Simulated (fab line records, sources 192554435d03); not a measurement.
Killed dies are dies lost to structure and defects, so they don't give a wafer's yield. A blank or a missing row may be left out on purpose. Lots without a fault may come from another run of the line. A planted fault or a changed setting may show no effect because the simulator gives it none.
fab line records | flow n5_finfet
record lots=10 wafers=30 last_day=19
route steps=1938 shown ILD0@340 SDB@358 BEOL_M4@1111
lots that met no fault: from a run of the same line without faults
start_h: hours from the record's first day to the start of the lot's first wafer shown | wait_h: hours since the lot's step before | " the same as in the row above | L1.1+2: a row that stands for several wafers | - no value, or no start given | * or withheld: withheld | < > ~ a bound
route shown NAME@n: a module of which the file shows steps, and the number in the route of the first | usual: mean/standard deviation of fault-free wafers | same: alike in all rows | chamber/n: place in a boat | sites: the reading at each site | _std_site: their standard deviation | _edge_site: outer sites' mean less inner sites' | radius_mm: how far each site lies from the wafer's centre | mask NAME#n: copy n | behind: the tool/chamber that last shaped the wafer | hold: why the lot was held/for how many hours/how that ended | device: the transistor (n, p or np) that didn't switch | end of line: the same wafers' tests at the end of the route | a step without rows: its recipe alone | killed: dies lost to structure and defects at the first sort, not the wafer's yield | map: a wafer's dies, x killed, . not, _ none there
set.NAME: the setting as run; set.NAME@STEP: as run at that earlier step | model.NAME: the simulator's own value behind a step, which no gauge read
steps of the route over a sample of lots; a table a step, a row a wafer
services: from which hour (start_h, from the record's first day; less than 0 if before it) a tool's chamber was out of use, for how many hours, and why
## steps
# step N5_ILD0_CMP_07
# recipe stop_on=poly-Si material=SiO2_flowable t_overpolish_s=1.18 post_cmp_clean=alkaline_brush down_force_psi=4.1491 platen_rpm=51.796 pad_velocity_m_s=1.0306 target_thk_nm=138.88
# usual head_pressure_psi=4.150/0.0089 motor_current_A=12.4/1.3
# columns lot.wafer tool chamber start_h wait_h head_pressure_psi motor_current_A
L316.3 cmp-01 1 67.17 0.0 4.138 14.0
L316.1 " 2 " " 4.164 13.6
L316.5 " 1 " " 4.138 14.0
L317.2 cmp-03 2 72.01 0.1 4.140 13.1
L317.4 " 3 " " 4.144 13.5
L317.5 " 1 " " 4.142 12.7
L318.3 cmp-03 2 74.01 0.1 4.156 12.7
L318.4 " 3 " " 4.144 13.3
L318.6 " 0 " " 4.152 11.7
L321.1 cmp-02 1 91.38 0.2 4.153 10.6
L321.2 " 2 " " 4.143 12.4
L321.6 " 1 " " 4.149 10.9
L324.4 cmp-02 2 108.32 0.0 4.156 12.6
L324.2 " 0 " " 4.144 10.0
L324.3 " 1 " " 4.153 10.3
L323.3 cmp-01 0 109.65 0.0 4.147 12.5
L323.2 " 1 " " 4.156 14.3
L323.5 " 0 " " 4.157 12.2
L326.4 cmp-03 1 121.67 0.0 4.157 13.3
L326.1 " 2 " " 4.139 13.6
L326.2 " 3 " " 4.150 12.9
L332.3 cmp-02 2 158.85 0.2 4.140 12.6
L332.1 " 0 " " 3.805 9.6
L332.6 " 3 " " 4.136 13.5
L336.3 cmp-03 1 184.38 0.0 4.139 13.4
L336.4 " 2 " " 4.139 13.4
L336.5 " 1 " " 4.157 12.6
L339.3 cmp-03 2 209.93 0.1 4.155 13.8
L339.1 " 3 " " 4.158 13.5
L339.6 " 0 " " 4.144 11.3
# step N5_ILD0_THK_MEAS_08
# usual thk_nm=138.9/1
# columns lot.wafer tool chamber start_h wait_h thk_nm
L316.1 film_metro-01 - 67.46 - 139.4
L316.3 " - " " 138.5
L316.5 " - " " 139.9
L317.2 film_metro-01 - 72.26 - 139.8
L317.4 " - " " 139.5
L317.5 " - " " 139.7
L318.3 film_metro-01 - 74.23 - 139.7
L318.4 " - " " 139.2
L318.6 " - " " 139.9
L321.1 film_metro-02 - 91.64 - 140.3
L321.2 " - " " 139.6
L321.6 " - " " 140.6
L324.2 film_metro-02 - 108.61 - 138.1
L324.3 " - " " 139.6
L324.4 " - " " 137.9
L323.2 film_metro-01 - 109.95 - 138.1
L323.3 " - " " 139.4
L323.5 " - " " 139.0
L326.1 film_metro-02 - 121.97 - 139.4
L326.2 " - " " 139.9
L326.4 " - " " 138.8
L332.1 film_metro-02 - 159.15 - 139.7
L332.3 " - " " 141.2
L332.6 " - " " 138.7
L336.3 film_metro-02 - 184.68 - 139.4
L336.4 " - " " 138.6
L336.5 " - " " 138.9
L339.1 film_metro-02 - 210.15 - 140.0
L339.3 " - " " 140.1
L339.6 " - " " 139.8
# step N5_SDB_INSPECT_13
# recipe mode=adi inspect_instrument=brightfield
# usual raw_defect_count=71/33
# columns lot.wafer tool chamber start_h wait_h raw_defect_count
L316.1 defect_inspect-01 - 71.25 0.0 82
L316.3 " - " " 63
L316.5 " - " " 59
L317.2 defect_inspect-01 - 76.13 0.0 86
L317.4 " - " " 142
L317.5 " - " " 74
L318.3 defect_inspect-02 - 78.02 0.0 48
L318.4 " - " " 35
L318.6 " - " " 29
L321.1 defect_inspect-02 - 96.50 0.0 49
L321.2 " - " " 44
L321.6 " - " " 31
L324.2 defect_inspect-02 - 112.39 0.0 162
L324.3 " - " " 58
L324.4 " - " " 85
L323.2 defect_inspect-01 - 113.73 0.0 24
L323.3 " - " " 48
L323.5 " - " " 34
L326.1 defect_inspect-01 - 125.62 0.0 127
L326.2 " - " " 116
L326.4 " - " " 218
L332.1 defect_inspect-01 - 162.93 0.0 53
L332.3 " - " " 75
L332.6 " - " " 56
L336.3 defect_inspect-02 - 188.72 0.0 84
L336.4 " - " " 83
L336.5 " - " " 17
L339.1 defect_inspect-02 - 213.96 0.0 64
L339.3 " - " " 97
L339.6 " - " " 43
# step N5_SDB_DESCUM_16
# recipe chemistry=O2 time_s=7.9 source_power_w=50 bias_power_w=20 pressure_mtorr=20 rf_frequency_hz=2.712e+07 temp_c=40 resist=CAR-ArF o2_flow_sccm=225
# usual drypump_motor_current_A=5.9/0.43 oes_product_au=0.82/0.093 rf_vpp_V=243.2/1.6 showerhead_plenum_p_Torr=2.10/0.085 throttle_valve_pct=20.40/0.21
# columns lot.wafer tool chamber start_h wait_h drypump_motor_current_A oes_product_au rf_hours_counter_h rf_vpp_V showerhead_plenum_p_Torr throttle_valve_pct
L316.1 rie_diel-02 1 71.28 0.0 6.2 0.71 230 242.2 1.98 20.56
L316.3 " 0 " " 6.4 0.77 137 242.6 2.01 20.51
L316.5 " 0 " " 6.4 0.77 - 241.4 2.01 20.51
L317.2 rie_diel-04 3 76.16 0.0 5.3 0.96 6 242.7 2.05 20.07
L317.4 " 0 " " 6.3 0.68 248 242.7 2.08 20.62
L317.5 " 0 " " 6.3 0.68 - 244.7 2.08 20.60
L318.3 rie_diel-03 0 78.10 0.1 5.7 0.72 202 242.1 1.99 20.56
L318.4 " 3 " " 5.4 0.95 2 246.4 2.23 20.09
L318.6 " 0 " " 5.7 0.73 - 241.6 1.99 20.57
L321.1 rie_diel-02 1 96.91 0.4 6.2 0.70 238 242.0 1.98 20.57
L321.2 " 0 " " 6.4 0.76 145 241.8 2.01 20.52
L321.6 " 0 " " 6.3 0.76 - 241.6 2.01 20.53
L324.2 rie_diel-03 1 112.43 0.0 5.9 0.90 28 244.6 2.13 20.55
L324.3 " 2 " " 5.1 0.74 169 242.5 2.08 20.32
L324.4 " 3 " " 5.4 0.90 - 244.4 2.23 20.09
L323.2 rie_diel-04 0 113.76 0.0 6.3 0.98 3 241.5 2.07 20.18
L323.3 " 1 " " 6.3 0.91 33 243.8 2.12 20.30
L323.5 " 0 " " 6.3 0.98 - 241.4 2.07 20.20
L326.1 rie_diel-03 2 125.66 0.0 5.1 0.73 174 243.4 2.08 20.34
L326.2 " 0 " " 5.6 0.71 215 241.9 1.98 20.58
L326.4 " 3 " " 5.4 0.88 22 245.1 2.22 20.10
L332.1 rie_diel-02 3 163.39 0.5 6.3 0.90 38 242.2 2.12 20.37
L332.3 " 2 " " 6.0 0.81 120 244.1 2.20 20.30
L332.6 " 2 " " 6.0 0.80 - 243.9 2.20 20.30
L336.3 rie_diel-03 0 190.24 1.5 5.7 0.69 242 241.4 1.98 20.62
L336.4 " 1 " " 5.9 0.84 60 243.9 2.12 20.59
L336.5 " 0 " " 5.7 0.70 - 239.0 1.98 20.62
L339.1 rie_diel-02 1 213.99 0.0 6.2 0.89 24 244.9 2.23 20.21
L339.3 " 0 " " 6.4 0.71 200 241.0 1.99 20.60
L339.6 " 1 " " 6.2 0.89 - 245.7 2.23 20.22
# step N5_BEOL_M4_RC_MEAS_101
# usual DIBL_N=36.3/1.9 DIBL_P=36.0/2.1 IOFF_N=0.16/0.031 IOFF_P=0.21/0.035 ION_N=675/14 ION_P=464/8.5 SS_N=71.5/0.6 SS_P=73.3/0.72 VT_N=250/3.2 VT_P=-250/3.1
# columns lot.wafer tool chamber start_h wait_h DIBL_N[mV/V] DIBL_P[mV/V] IOFF_N[nA/um] IOFF_P[nA/um] ION_N[uA/um] ION_P[uA/um] SS_N[mV/dec] SS_P[mV/dec] VT_N[mV] VT_P[mV]
L316.1 prober-02 0 162.43 0.0 37.9 38.3 0.19 0.27 683 472 71.8 74.1 247 -245
L316.3 " 0 " " 38.2 39.7 0.21 0.31 705 484 71.7 74.4 245 -244
L316.5 " 0 " " 37.5 38.2 0.19 0.27 688 470 71.7 74.0 245 -246
L317.2 prober-02 0 173.52 0.2 33.9 34.2 0.12 0.18 658 458 71.0 72.4 252 -251
L317.4 " 0 " " 36.2 36.9 0.16 0.23 668 462 71.5 73.3 250 -248
L317.5 " 0 " " 35.7 35.3 0.14 0.21 656 454 70.8 72.4 252 -249
L318.3 prober-01 0 174.19 0.3 33.5 31.3 0.11 0.14 649 443 70.3 72.5 254 -258
L318.4 " 0 " " 37.7 36.1 0.17 0.20 662 455 72.0 73.5 253 -252
L318.6 " 0 " " 34.6 32.5 0.13 0.15 664 452 71.9 72.4 253 -256
L321.1 prober-01 0 192.67 0.0 34.9 35.4 0.14 0.21 667 468 71.2 72.8 249 -248
L321.2 " 0 " " 33.6 34.7 0.13 0.20 671 470 71.3 72.7 250 -248
L321.6 " 0 " " 33.5 34.3 0.14 0.21 681 480 71.0 72.3 249 -247
L324.2 prober-01 0 202.23 0.2 33.6 31.7 0.10 0.16 667 464 70.8 71.8 257 -254
L324.3 " 0 " " 36.4 35.0 0.14 0.21 675 462 72.4 72.9 252 -248
L324.4 " 0 " " 35.0 34.1 0.12 0.20 663 462 70.9 72.1 255 -249
L323.2 prober-02 0 207.27 0.2 39.5 38.3 0.19 0.27 675 465 72.0 73.3 249 -247
L323.3 " 0 " " 39.9 38.0 0.22 0.27 672 460 72.6 73.2 247 -244
L323.5 " 0 " " 36.4 35.1 0.16 0.22 677 470 70.3 72.6 251 -247
L326.1 prober-01 0 214.27 0.0 35.1 35.4 0.14 0.20 681 474 71.3 72.9 250 -250
L326.2 " 0 " " 34.2 34.7 0.13 0.19 668 459 71.3 73.1 254 -251
L326.4 " 0 " " 34.3 32.9 0.11 0.15 656 449 71.3 72.6 259 -254
L336.3 prober-01 0 289.68 0.3 35.2 36.5 0.14 0.17 678 458 70.4 72.9 248 -257
L336.4 " 0 " " 35.7 36.8 0.16 0.18 681 457 71.7 73.2 248 -254
L336.5 " 0 " " 37.2 39.7 0.19 0.22 698 471 72.5 73.5 246 -250
L332.1 prober-02 0 295.30 0.0 39.3 40.2 0.22 0.29 696 484 72.3 74.4 246 -245
L332.3 " 0 " " 36.0 35.6 0.15 0.19 694 475 70.8 73.4 249 -251
L332.6 " 0 " " 36.2 36.0 0.15 0.20 686 472 71.5 73.3 249 -252
L339.1 prober-01 0 340.67 0.0 36.2 36.7 0.15 0.21 668 460 71.1 73.1 250 -249
L339.3 " 0 " " 36.5 36.7 0.15 0.21 668 458 70.7 73.2 251 -248
L339.6 " 0 " " 36.9 37.3 0.16 0.21 665 457 71.4 74.1 251 -250
## services
# columns tool chamber start_h hours kind
rie_diel-03 1 50.89 8.8 repair
rie_diel-02 3 52.36 - clean
rie_diel-02 3 52.36 - consumable_replace:focus_ring
rie_diel-04 0 82.80 - clean
rie_diel-04 0 82.80 - consumable_replace:focus_ring
cmp-03 - 90.52 1.1 repair
rie_diel-04 1 98.25 7.9 repair
rie_diel-04 - 101.94 0.2 repair
rie_diel-03 2 103.38 6.4 repair
rie_diel-03 0 107.48 11.9 repair
rie_diel-04 0 111.02 1.2 repair
rie_diel-02 1 132.22 - clean
rie_diel-02 1 132.22 - consumable_replace:focus_ring
rie_diel-02 1 132.22 - consumable_replace:showerhead
rie_diel-02 1 132.22 12.2 scheduled_down
rie_diel-02 1 132.22 12.2 vent_cycle
rie_diel-04 - 153.03 28.1 pm
cmp-03 - 153.60 5.6 pm
cmp-01 - 156.94 4.0 pm
rie_diel-02 1 162.01 21.4 repair
rie_diel-02 3 179.16 26.0 repair
cmp-01 - 180.89 3.8 repair
rie_diel-04 - 181.13 14.6 pm
cmp-02 - 192.55 0.3 repair
## key
first_sign step=N5_ILD0_CMP_07 reading=head_pressure_psi direction=down sigmas=39 usual=4.150 struck=3.805
effect none on later readings
met_at N5_ILD0_CMP_07
struck_lots L332
struck_wafers L332.1
not_acting_at N5_ILD0_THK_MEAS_08,N5_SDB_INSPECT_13,N5_SDB_DESCUM_16
onset_between 108.32 158.85
fault kind=process_parameter_drift tool=cmp-02 chamber=0 onset_h=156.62 steps=N5_ILD0_CMP_07 channel=down_force_psi offset=-0.33473 shape=step end_h=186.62 acts_in=these_recipes_only stated=4.1491
